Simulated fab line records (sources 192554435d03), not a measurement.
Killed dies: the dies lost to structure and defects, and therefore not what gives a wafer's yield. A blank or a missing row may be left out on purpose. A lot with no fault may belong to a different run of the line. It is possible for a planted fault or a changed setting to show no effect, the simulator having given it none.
fab line records	flow n5Finfet
record lots=8	wafers=23	lastDay=16
route steps=1938 shown FIN_SAQP@115 BEOL_M4@1111 PASSIVATION@1936
lots that met no fault: taken from a fault-free run of the same line
startH: hours from the record's opening day to when the first of the lot's shown wafers began	waitH: hours since the lot's step before	" same as the row above	L1.1+2: one row covering several wafers at once	- value missing, or start not given	* or withheld: withheld	< > ~ a bound
route shown NAME@n: NAME is a module with steps in the file, n the number in the route of the first one	usual: the fault-free wafers' mean and standard deviation	same: alike in all rows	chamber/n: place in a boat	sites: each site's reading	_std_site: the standard deviation of these	_edge_site: the outer-site mean with the inner-site mean subtracted	radiusMm: for every site, how far away it sits from the centre of the wafer	mask NAME#n: copy n	behind: the tool/chamber that last shaped the wafer	hold: cause of the lot's hold/its duration in hours/its outcome	device: whichever transistor did not switch (one of n, p or np)	end of line: the same wafers' tests at the end of the route	step lacking rows: just its recipe	killed: count of dies lost to structure and defects at first sort (not the wafer's yield)	map: the dies of a wafer, with x for killed, . for not killed, _ for no die there
set.NAME: the setting that was run; set.NAME@STEP: the one run at that earlier step	model.NAME: the simulator's own value behind a step, which no gauge read
the route's steps for a sample of lots (tables are steps, rows are wafers)
services: from which hour (startH, from the record's first day; less than 0 if before it) a tool's chamber was out of use, for how many hours, and why
## steps
# step N5_FIN_SAQP_ETCH_51
# recipe chemistry=CF4	target=SiARC	targetDepthA=455	maskMaterial=CAR-ArF	timeS=75.8	ionEnergyEv=80	pressureMtorr=40	sourceW=545	biasW=36	Ar_flow_sccm=100	cf4FlowSccm=100	ends=cleared
# usual drypumpMotorCurrentA=5.6/0.41	etchRfOnTimeS=74.8/1.7	oesProductAu=0.66/0.073	rfVppV=184.0/0.96	showerheadPlenumPTorr=2.13/0.047	throttleValvePct=15.60/0.26
lot.wafer	tool	chamber	startH	waitH	drypumpMotorCurrentA	etchRfOnTimeS	oesProductAu	rfHoursCounterH	rfVppV	showerheadPlenumPTorr	throttleValvePct
L625.1	rieDiel-03	0	64.49	0.0	6.4	77.7	0.64	139	184.1	2.15	15.74
L625.4	"	1	"	"	5.1	73.6	0.60	228	185.5	2.18	15.77
L625.5	"	0	"	"	6.4	76.9	0.65	-	183.7	2.15	15.74
L629.3	rieDiel-03	0	92.35	0.0	6.4	76.3	0.64	151	184.0	2.15	15.76
L629.4	"	0	"	"	6.4	76.6	0.63	-	184.7	2.15	15.76
L629.5	"	1	"	"	5.1	73.0	0.60	-	184.0	2.18	15.79
L630.3	rieDiel-01	2	94.12	0.0	5.9	73.7	0.58	237	182.7	2.13	15.80
L630.4	"	2	"	"	5.9	73.1	0.59	-	184.4	2.13	15.79
L630.6	"	0	"	"	5.7	72.7	0.65	-	183.2	2.05	15.66
L631.1	rieDiel-04	2	100.81	0.0	5.5	74.3	0.75	30	182.6	2.09	15.22
L631.4	"	0	"	"	6.1	75.4	0.63	-	183.0	2.12	15.67
L631.6	"	2	"	"	5.5	74.0	0.75	-	184.0	2.09	15.20
L632.1	rieDiel-04	2	106.38	0.0	5.5	73.1	0.75	32	184.6	2.09	15.25
L632.4	"	1	"	"	5.4	73.5	0.84	-	184.3	2.09	15.37
L632.5	"	0	"	"	6.0	74.0	0.63	-	184.4	2.11	15.66
L633.4	rieDiel-04	0	112.38	0.0	6.0	75.1	0.63	208	183.7	2.11	15.65
L633.6	"	2	"	"	5.5	73.5	0.75	-	185.0	2.09	15.22
L634.2	rieDiel-04	0	118.06	0.0	6.1	74.2	0.63	210	183.0	2.11	15.67
L634.3	"	1	"	"	5.4	73.7	0.82	6	184.0	2.09	15.38
L634.6	"	0	"	"	6.1	74.1	0.63	-	185.2	2.11	15.67
L635.1	rieDiel-03	3	126.54	0.0	5.4	75.1	0.60	212	183.0	2.10	15.97
L635.3	"	2	"	"	5.6	73.7	0.81	10	184.0	2.18	15.02
L635.6	"	2	"	"	5.6	73.8	0.82	-	184.1	2.18	15.03
# step N5_FIN_SAQP_MANDREL_ETCH_22
# recipe targetDepthA=600	chemistry=HBr/Cl2	target=a-Si	stopOn=SiNx	btTimeS=10	overEtchFrac=0.5	timeS=30	pressureMtorr=10	icpW=800	biasW=75	HBr_flow_sccm=150	Cl2_flow_sccm=80	ends=endPoint
# usual drypumpMotorCurrentA=5.45/0.28	mfcCl2Sccm=79.98/0.26	oesProductAu=0.767/0.013	overEtchFrac=0.5/0	throttleValvePct=35.3/0.34
lot.wafer	tool	chamber	startH	waitH	drypumpMotorCurrentA	mfcCl2Sccm	oesProductAu	overEtchFrac	rfHoursCounterH	throttleValvePct
L625.1	rieSi-02	1	64.74	0.0	5.48	79.92	0.774	0.5	104	35.6
L625.4	"	0	"	"	5.60	80.15	0.773	0.5	4	35.2
L625.5	"	2	"	"	5.35	80.40	0.767	0.5	-	35.3
L629.3	rieSi-02	2	92.59	0.0	5.38	79.81	0.763	0.5	1	35.3
L629.4	"	3	"	"	5.47	79.77	0.774	0.5	64	35.8
L629.5	"	1	"	"	5.51	79.91	0.779	0.5	-	35.6
L630.3	rieSi-02	3	94.37	0.0	5.47	80.30	0.752	0.5	64	35.8
L630.4	"	1	"	"	5.49	79.77	0.780	0.5	104	35.6
L630.6	"	0	"	"	5.63	80.14	0.771	0.5	-	35.2
L631.1	rieSi-05	1	101.17	0.0	5.06	79.51	0.760	0.5	110	35.1
L631.4	"	2	"	"	5.55	79.72	0.759	0.5	124	35.2
L631.6	"	2	"	"	5.57	79.42	0.781	0.5	-	35.2
L632.1	rieSi-02	3	106.64	0.0	5.45	80.00	0.664	0.87506	64	36.0
L632.4	"	1	"	"	5.50	79.82	0.695	0.87506	105	35.8
L632.5	"	3	"	"	5.47	80.31	0.680	0.87506	-	36.0
L633.4	rieSi-05	3	112.63	0.0	5.10	79.49	0.796	0.5	168	35.3
L633.6	"	1	"	"	5.08	80.21	0.764	0.5	-	35.0
L634.2	rieSi-02	0	118.31	0.0	5.63	80.16	0.681	0.87506	5	35.4
L634.3	"	2	"	"	5.33	80.16	0.671	0.87506	2	35.5
L634.6	"	3	"	"	5.45	80.11	0.675	0.87506	-	36.0
L635.1	rieSi-04	0	126.79	0.0	5.41	80.09	0.788	0.5	127	35.6
L635.3	"	1	"	"	5.05	80.44	0.768	0.5	35	35.6
L635.6	"	2	"	"	6.35	79.62	0.761	0.5	-	35.0
# step N5_FIN_SAQP_STRIP_55
# recipe chemistry=N2/H2	powerW=500	tempC=40	pressureMtorr=50	rfFrequencyHz=6e+07	overashFraction=0.3	biasPowerW=28	h2Frac=0.5	n2FlowSccm=300	h2FlowSccm=300
# usual drypumpMotorCurrentA=5.7/0.36	oesProductAu=0.78/0.096	rfVppV=121.8/1.3	showerheadPlenumPTorr=3.34/0.081	tempC=39.99/0.12	throttleValvePct=18.7/0.45
# same overashFraction=0.3
lot.wafer	tool	chamber	startH	waitH	drypumpMotorCurrentA	oesProductAu	rfHoursCounterH	rfVppV	showerheadPlenumPTorr	tempC	throttleValvePct
L625.1	rieDiel-03	0	64.84	0.1	6.4	0.75	139	122.6	3.35	40.11	18.5
L625.4	"	2	"	"	5.7	0.70	246	121.5	3.44	40.02	18.6
L625.5	"	2	"	"	5.6	0.70	-	121.8	3.44	40.16	18.6
L629.3	rieDiel-03	3	92.69	0.1	5.4	0.70	197	123.3	3.35	39.97	19.2
L629.4	"	1	"	"	5.1	0.69	-	122.9	3.43	40.09	19.4
L629.5	"	0	"	"	6.4	0.75	-	121.5	3.34	39.95	18.6
L630.3	rieDiel-01	1	94.47	0.1	5.8	0.89	28	123.3	3.42	40.16	18.0
L630.4	"	0	"	"	5.7	0.75	-	122.4	3.20	39.92	18.5
L630.6	"	2	"	"	5.9	0.69	-	122.8	3.33	40.02	19.1
L631.1	rieDiel-04	2	101.27	0.1	5.5	0.91	30	120.9	3.26	40.04	18.0
L631.4	"	2	"	"	5.5	0.90	-	121.2	3.26	39.84	18.0
L631.6	"	0	"	"	6.1	0.74	-	122.7	3.29	40.00	18.4
L632.1	rieDiel-01	1	106.74	0.1	5.7	0.88	33	123.1	3.41	39.83	18.1
L632.4	"	3	"	"	5.3	0.72	160	123.4	3.48	40.06	18.8
L632.5	"	1	"	"	5.7	0.89	-	122.6	3.41	39.85	18.0
L633.4	rieDiel-01	3	112.72	0.1	5.3	0.72	162	120.9	3.47	40.15	18.9
L633.6	"	0	"	"	5.8	0.74	-	119.5	3.20	39.91	18.5
L634.2	rieDiel-03	0	118.41	0.1	6.4	0.74	161	122.5	3.34	40.06	18.6
L634.3	"	1	"	"	5.1	0.68	250	122.1	3.42	40.05	19.4
L634.6	"	0	"	"	6.4	0.74	-	122.4	3.34	40.02	18.6
L635.1	rieDiel-03	3	126.88	0.1	5.4	0.69	212	123.9	3.34	39.92	19.2
L635.3	"	0	"	"	6.4	0.73	166	120.8	3.34	40.18	18.6
L635.6	"	2	"	"	5.6	0.97	-	122.6	3.43	39.97	18.3
# step N5_FIN_SAQP_ETCH_57
# recipe chemistry=CH3F/O2	target=SiNx	maskMaterial=SiO2	targetDepthA=325	timeS=46.4	pressureMtorr=30	sourceW=395	biasW=73	Ar_flow_sccm=150	CH3F_flow_sccm=30	O2_flow_sccm=20	ionEnergyEv=120	ends=cleared
# usual drypumpMotorCurrentA=5.6/0.38	etchRfOnTimeS=46.2/1.1	oesProductAu=0.67/0.08	rfVppV=293/6.2	showerheadPlenumPTorr=1.99/0.055	throttleValvePct=16.29/0.29
lot.wafer	tool	chamber	startH	waitH	drypumpMotorCurrentA	etchRfOnTimeS	oesProductAu	rfHoursCounterH	rfVppV	showerheadPlenumPTorr	throttleValvePct
L625.1	rieDiel-01	1	68.02	0.2	5.7	45.7	0.78	16	291	2.06	15.82
L625.4	"	0	"	"	5.7	45.8	0.66	171	300	1.90	16.27
L625.5	"	3	"	"	5.3	47.3	0.63	-	296	2.10	16.37
L629.3	rieDiel-04	0	96.56	0.1	6.0	45.9	0.63	-	300	1.96	16.31
L629.4	"	2	"	"	5.5	45.9	0.75	-	297	1.95	15.95
L629.5	"	0	"	"	6.0	46.6	0.63	-	298	1.96	16.30
L630.3	rieDiel-03	1	98.18	0.2	5.1	46.9	0.59	244	280	2.05	16.59
L630.4	"	3	"	"	5.4	49.1	0.60	201	294	1.97	16.64
L630.6	"	2	"	"	5.6	48.1	0.87	-	301	2.03	15.67
L631.1	rieDiel-04	0	103.20	0.0	6.0	45.4	0.64	203	300	1.96	16.30
L631.4	"	2	"	"	5.4	44.9	0.76	-	298	1.95	15.95
L631.6	"	2	"	"	5.5	45.1	0.75	-	298	1.95	15.95
L632.1	rieDiel-03	2	108.44	0.0	5.6	39.7	0.84	4	301	2.03	15.68
L632.4	"	3	"	"	5.4	41.3	0.60	205	293	1.96	16.67
L632.5	"	2	"	"	5.6	40.3	0.86	-	303	2.03	15.70
L633.4	rieDiel-03	2	114.39	0.0	5.6	43.9	0.84	5	303	2.03	15.69
L633.6	"	3	"	"	5.5	47.1	0.59	-	293	1.96	16.66
L634.2	rieDiel-03	0	120.41	0.3	6.3	39.3	0.63	163	287	2.00	16.48
L634.3	"	3	"	"	5.4	41.0	0.59	209	293	1.96	16.67
L634.6	"	2	"	"	5.6	39.2	0.83	-	302	2.03	15.70
L635.1	rieDiel-04	2	128.55	0.0	5.5	44.7	0.74	41	298	1.95	15.98
L635.3	"	0	"	"	6.1	45.9	0.63	215	298	1.96	16.33
L635.6	"	2	"	"	5.5	45.5	0.74	-	297	1.95	15.97
# step N5_FIN_SAQP_ETCH_67
# recipe chemistry=CH3F/O2	target=SiNx	targetDepthA=300	maskMaterial=SOC	pressureMtorr=30	sourceW=395	biasW=73	Ar_flow_sccm=150	CH3F_flow_sccm=30	O2_flow_sccm=20	ionEnergyEv=120
# usual drypumpMotorCurrentA=5.6/0.38	oesProductAu=0.78/0.097	rfVppV=293/6.6	showerheadPlenumPTorr=2.00/0.055	throttleValvePct=16.29/0.28
lot.wafer	tool	chamber	startH	waitH	drypumpMotorCurrentA	oesProductAu	rfHoursCounterH	rfVppV	showerheadPlenumPTorr	throttleValvePct
L625.1	rieDiel-03	1	68.87	0.0	5.2	0.69	230	281	2.06	16.58
L625.4	"	2	"	"	5.6	0.69	247	303	2.03	16.12
L625.5	"	2	"	"	5.6	0.69	-	302	2.03	16.11
L629.3	rieDiel-01	2	97.36	0.0	5.9	0.68	239	285	2.00	16.57
L629.4	"	0	"	"	5.8	0.75	185	301	1.90	16.29
L629.5	"	3	"	"	5.3	0.73	-	294	2.09	16.40
L630.3	rieDiel-04	2	99.27	0.1	5.5	0.88	-	299	1.95	15.97
L630.4	"	0	"	"	6.1	0.73	-	300	1.96	16.31
L630.6	"	0	"	"	6.1	0.73	-	298	1.96	16.32
L631.1	rieDiel-03	3	103.98	0.0	5.4	0.70	203	294	1.97	16.69
L631.4	"	1	"	"	5.1	0.69	247	281	2.05	16.62
L631.6	"	2	"	"	5.7	0.99	-	302	2.03	15.72
L632.1	rieDiel-04	0	109.52	0.0	6.0	0.74	206	300	1.96	16.33
L632.4	"	2	"	"	5.6	0.88	-	298	1.95	15.98
L632.5	"	1	"	"	5.4	0.98	-	297	1.95	16.12
L633.4	rieDiel-04	1	115.12	0.0	5.4	0.97	5	296	1.95	16.13
L633.6	"	0	"	"	6.1	0.74	-	297	1.96	16.33
L634.2	rieDiel-03	3	121.18	0.0	5.4	0.69	209	294	1.96	16.69
L634.3	"	0	"	"	6.4	0.74	163	288	2.00	16.50
L634.6	"	2	"	"	5.6	0.97	-	300	2.03	15.71
L635.1	rieDiel-04	1	129.29	0.0	5.4	0.94	10	295	1.95	16.14
L635.3	"	0	"	"	6.1	0.74	215	300	1.96	16.33
L635.6	"	2	"	"	5.5	0.85	-	298	1.95	16.00
# step N5_BEOL_M4_RC_MEAS_101
# usual DIBL_N=36.2/2	DIBL_P=36.1/2.4	IOFF_N=0.16/0.035	IOFF_P=0.22/0.041	ION_N=675/14	ION_P=465/8.6	SS_N=71.5/0.64	SS_P=73.2/0.76	VT_N=250/3.9	VT_P=-249/3.4
lot.wafer	tool	chamber	startH	waitH	DIBL_N[mV/V]	DIBL_P[mV/V]	IOFF_N[nA/um]	IOFF_P[nA/um]	ION_N[uA/um]	ION_P[uA/um]	SS_N[mV/dec]	SS_P[mV/dec]	VT_N[mV]	VT_P[mV]
L625.1	prober-01	0	225.70	0.0	38.1	38.1	0.19	0.27	684	475	71.7	73.3	246	-244
L625.4	"	0	"	"	35.5	34.8	0.14	0.23	669	472	71.5	72.6	253	-249
L625.5	"	0	"	"	39.5	39.4	0.23	0.31	694	474	72.5	74.0	246	-245
L629.3	prober-01	0	245.55	0.3	38.2	39.7	0.21	0.33	696	486	71.9	73.6	245	-240
L629.4	"	0	"	"	35.1	34.7	0.14	0.23	664	467	71.1	73.7	249	-247
L629.5	"	0	"	"	32.3	31.9	0.10	0.18	664	468	70.6	70.9	255	-249
L631.1	prober-01	0	255.86	0.0	37.1	38.2	0.16	0.24	678	467	71.9	73.2	249	-248
L631.4	"	0	"	"	35.0	35.3	0.13	0.19	661	461	71.2	72.9	254	-249
L631.6	"	0	"	"	36.6	38.1	0.16	0.23	679	472	71.1	73.7	251	-248
L630.3	prober-02	0	256.79	0.3	34.5	37.1	0.17	0.26	700	483	71.5	73.2	245	-246
L630.4	"	0	"	"	37.8	40.2	0.21	0.30	692	479	72.4	73.9	248	-243
L630.6	"	0	"	"	36.8	39.5	0.19	0.29	701	482	71.1	73.4	248	-244
L632.1	prober-01	0	262.25	0.0	38.9	38.2	0.21	0.26	693	479	72.0	73.1	242	-246
L632.4	"	0	"	"	39.1	38.8	0.21	0.28	697	473	71.6	74.4	247	-244
L632.5	"	0	"	"	36.9	34.9	0.16	0.22	672	459	71.2	74.1	247	-249
L634.2	prober-01	0	264.40	0.2	34.2	33.2	0.11	0.17	654	450	70.9	71.7	255	-250
L634.3	"	0	"	"	36.6	37.2	0.16	0.23	677	472	71.4	72.4	249	-246
L634.6	"	0	"	"	33.0	31.7	0.10	0.16	653	453	71.0	71.6	255	-251
L633.4	prober-02	0	264.66	0.5	37.6	37.2	0.17	0.23	680	462	72.6	73.5	250	-247
L633.6	"	0	"	"	33.6	33.2	0.12	0.18	682	476	70.6	71.9	253	-250
L635.1	prober-02	0	272.29	0.0	34.9	33.2	0.13	0.18	677	466	70.9	72.7	251	-251
L635.3	"	0	"	"	38.7	37.5	0.19	0.24	674	463	72.2	74.4	248	-247
L635.6	"	0	"	"	40.8	40.7	0.24	0.28	703	472	72.0	74.0	243	-247
# step N5_PASSIVATION_PROBE_49
# usual defectLimitedYield=91.1/1.4	killed_at_M0_to_M3=36/9.9	killed_at_M4_up=13/5.8	killedAtContacts=14/5.9	killedAtFrontEnd=39/11	killedAtOther=3.4/2.9	killedDies=105/17	killedOpen=70/13	killedShort=34/7.3	sort_bin_4_leakage=0.00/0.0072	sort_bin_5_function=5.3/1	sort_bin_6_memory=3.3/0.62	sortNPass=1075/17	sortYieldPct=91.1/1.4
# same grossDies=1180	killedAtBackSide=0	sort_bin_8_speed[%]=0
lot.wafer	tool	chamber	startH	waitH	defectLimitedYield[%]	killed_at_M0_to_M3	killed_at_M4_up	killedAtContacts	killedAtFrontEnd	killedAtOther	killedDies	killedOpen	killedShort	sort_bin_4_leakage[%]	sort_bin_5_function[%]	sort_bin_6_memory[%]	sortNPass	sortYieldPct[%]
L630.3	prober-02	-	355.19	0.1	91.5	37	9	12	40	2	100	72	27	0	4.7	3.5	1080	91.5
L630.4	prober-02	-	355.24	0.2	91.5	37	16	7	38	2	100	61	38	0	5.0	3.1	1080	91.5
L630.6	prober-02	-	355.34	0.3	93.5	23	9	5	38	2	77	49	28	0	3.8	2.6	1103	93.5
L634.2	prober-01	-	379.13	0.1	89.7	47	15	17	42	0	121	75	33	0	6.1	2.8	1059	89.7
L634.3	prober-01	-	379.18	0.1	88.9	56	16	16	42	1	131	92	38	0	6.9	3.6	1049	88.9
L634.6	prober-01	-	379.33	0.3	89.2	47	14	25	41	0	127	82	44	0	6.6	3.7	1053	89.2
L632.1	prober-02	-	384.58	0.0	91.9	30	11	11	40	3	95	70	25	0	5.3	2.8	1085	91.9
L632.4	prober-02	-	384.73	0.2	91.5	35	12	18	31	4	100	70	30	0	4.7	3.3	1080	91.5
L632.5	prober-02	-	384.78	0.2	91.1	44	11	14	31	5	105	73	30	0	4.8	3.8	1075	91.1
# killed by level:class
L630.3 STI_FIN_REVEAL:geometricParticle:open=19 BEOL_M0_SAQP:geometricParticle:open=14 MOL_CONTACT_COAG:geometricParticle:open=10 FIN_SAQP:geometricParticle:open=8 BEOL_M0_SAQP:geometricParticle:short=7 BEOL_M2:geometricParticle:open=6 GATE_CUT:geometricParticle:short=5 FIN_SAQP:geometricParticle:short=3
L630.4 BEOL_M0_SAQP:geometricParticle:open=17 BEOL_M4:geometricParticle:open=11 BEOL_M0_SAQP:geometricParticle:short=10 FIN_SAQP:geometricParticle:short=8 BEOL_M3:geometricParticle:short=7 FIN_SAQP:geometricParticle:open=6 STI_FIN_REVEAL:geometricParticle:open=6 GATE_CUT:geometricParticle:short=5
L630.6 STI_FIN_REVEAL:geometricParticle:open=12 BEOL_M0_SAQP:geometricParticle:open=11 FIN_SAQP:geometricParticle:short=9 BEOL_M0_SAQP:geometricParticle:short=7 MOL_CONTACT_COAG:geometricParticle:open=5 FIN_SAQP:geometricParticle:open=4 GATE_CUT:geometricParticle:short=4 STI_FIN_REVEAL:geometricParticle:short=3
L634.2 MOL_CONTACT_COAG:geometricParticle:open=17 BEOL_M2:geometricParticle:open=13 HKMG_FIN:areaEtch=12 BEOL_M0_SAQP:geometricParticle:short=10 STI_FIN_REVEAL:geometricParticle:open=9 FIN_SAQP:geometricParticle:short=7 BEOL_M0_SAQP:geometricParticle:open=6 FIN_SAQP:geometricParticle:open=5
L634.3 BEOL_M2:geometricParticle:open=18 STI_FIN_REVEAL:geometricParticle:open=17 MOL_CONTACT_COAG:geometricParticle:open=15 BEOL_M0_SAQP:geometricParticle:open=13 BEOL_M0_SAQP:geometricParticle:short=12 BEOL_M1:geometricParticle:open=7 FIN_SAQP:geometricParticle:short=6 BEOL_M4:geometricParticle:open=5
L634.6 MOL_CONTACT_COAG:geometricParticle:open=21 BEOL_M0_SAQP:geometricParticle:short=15 STI_FIN_REVEAL:geometricParticle:open=14 BEOL_M0_SAQP:geometricParticle:open=12 BEOL_M2:geometricParticle:open=9 GATE_CUT:geometricParticle:short=7 FIN_SAQP:geometricParticle:short=4 BEOL_M5:geometricParticle:open=4
L632.1 MOL_CONTACT_COAG:geometricParticle:open=10 FIN_SAQP:geometricParticle:open=9 DUMMY_GATE:geometricParticle:open=9 BEOL_M2:geometricParticle:open=9 BEOL_M0_SAQP:geometricParticle:short=7 STI_FIN_REVEAL:geometricParticle:open=7 BEOL_M0_SAQP:geometricParticle:open=7 FIN_SAQP:geometricParticle:short=5
L632.4 MOL_CONTACT_COAG:geometricParticle:open=16 DUMMY_GATE:geometricParticle:open=13 BEOL_M0_SAQP:geometricParticle:short=8 BEOL_M3:geometricParticle:open=7 BEOL_M0_SAQP:geometricParticle:open=6 STI_FIN_REVEAL:geometricParticle:open=5 BEOL_M2:geometricParticle:open=5 BEOL_M1:geometricParticle:open=4
L632.5 MOL_CONTACT_COAG:geometricParticle:open=13 BEOL_M2:geometricParticle:open=13 BEOL_M0_SAQP:geometricParticle:open=9 BEOL_M3:geometricParticle:open=8 BEOL_M0_SAQP:geometricParticle:short=8 FIN_SAQP:geometricParticle:open=7 STARTING-WAFER:geometricParticle:open=5 BEOL_M4:geometricParticle:open=4
## services
tool	chamber	startH	hours	kind
rieSi-05	0	41.29	18.5	repair
rieDiel-04	1	65.99	7.4	repair
rieSi-05	1	71.26	4.5	repair
rieSi-05	0	72.61	2.7	repair
rieDiel-04	2	76.84	9.3	repair
rieDiel-03	2	79.37	-	clean
rieDiel-03	2	79.37	-	consumableReplace:focusRing
rieDiel-03	2	79.37	18.4	scheduledDown
rieDiel-03	2	79.37	18.4	ventCycle
rieDiel-04	1	87.21	-	clean
rieDiel-04	1	87.21	-	consumableReplace:focusRing
rieDiel-04	1	87.21	17.0	scheduledDown
rieDiel-04	1	87.21	17.0	ventCycle
rieDiel-01	3	88.38	7.8	repair
rieDiel-04	3	90.75	21.3	repair
rieSi-05	0	96.58	3.6	repair
rieDiel-03	1	119.26	-	clean
rieDiel-03	1	119.26	-	consumableReplace:focusRing
rieDiel-03	1	119.26	19.8	scheduledDown
rieDiel-03	1	119.26	19.8	ventCycle
rieSi-04	0	127.15	36.9	repair
## key
firstSign step=N5_FIN_SAQP_MANDREL_ETCH_22	reading=overEtchFrac	direction=up	sigmas=99+	usual=0.5	struck=0.87506
effect step=N5_FIN_SAQP_MANDREL_ETCH_22	reading=oesProductAu	direction=down	sigmas=6.9	usual=0.767	struck=0.678
effect step=N5_FIN_SAQP_ETCH_57	reading=etchRfOnTimeS	direction=down	sigmas=5.4	usual=*	struck=*
metAt N5_FIN_SAQP_MANDREL_ETCH_22
struckLots L632,L634
baselineLoss step=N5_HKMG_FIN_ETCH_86	wafers=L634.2
notActingAt N5_FIN_SAQP_ETCH_51,N5_FIN_SAQP_STRIP_55,N5_FIN_SAQP_ETCH_67
onsetBetween 94.37 106.64
fault kind=processParameterDrift	tool=rieSi-02	chamber=-	onsetH=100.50	steps=N5_FIN_SAQP_MANDREL_ETCH_22	channel=overEtchFrac	offset=0.37506	shape=step	endH=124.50	actsIn=theseRecipesOnly	stated=0.5
# baselineLoss: these wafers lose ten dies or more at that step, a loss of the line's own and not of a fault; the sort's usual values leave them out
